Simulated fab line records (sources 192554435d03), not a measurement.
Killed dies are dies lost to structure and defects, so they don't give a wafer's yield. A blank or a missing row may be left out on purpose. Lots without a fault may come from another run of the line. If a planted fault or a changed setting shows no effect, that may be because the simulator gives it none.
Chamber matching | flow n5Finfet | N5_SD_EPI_P_SD_RECESS_17 on rieSi-03: 4 sister chambers
The step chemistry HBr/Cl2/O2, target depth 39.1 nm, bt time 3 s. 4 wafers are shown with their chamber, then 7 later ones without.

EACH WAFER AND ITS CHAMBER
wafer  | chamber | oes_o_777_au (a.u.)
L083.2 | 2       | 1.025
L083.3 | 3       | 1.004
L086.1 | 1       | 0.987
L088.5 | 0       | 0.962

WAFERS WITHOUT THEIR CHAMBER
wafer  | oes_o_777_au (a.u.)
L088.6 | 0.983
L096.3 | 0.958
L096.4 | 0.988
L096.5 | 0.966
L097.1 | 0.987
L097.3 | 0.953
L097.4 | 1.025

WHICH CHAMBER EACH WENT THROUGH
wafer  | from the rows above | in truth
L088.6 | 1                   | 1
L096.3 | 0                   | 0
L096.4 | 1                   | 1
L096.5 | 0                   | 0
L097.1 | 1                   | 1
L097.3 | 0                   | 0
L097.4 | 2                   | 2
7 of 7 placed correctly. Number that these rows cannot place: 0. Number placed wrongly: 0.
How it was worked out, from the rows above alone: a wafer's distance from a chamber is the root of the sum, over the readings, of the square of ((its reading less the chamber's mean) divided by the reading's scatter). The wafer belongs to the nearest chamber; if the next one is less than 2 further off, it can't be placed. For every chamber, the mean is computed from those of its wafers that are shown. The scatter: root of mean squared gap, hidden wafer to nearest shown wafer, with one shown wafer a chamber.
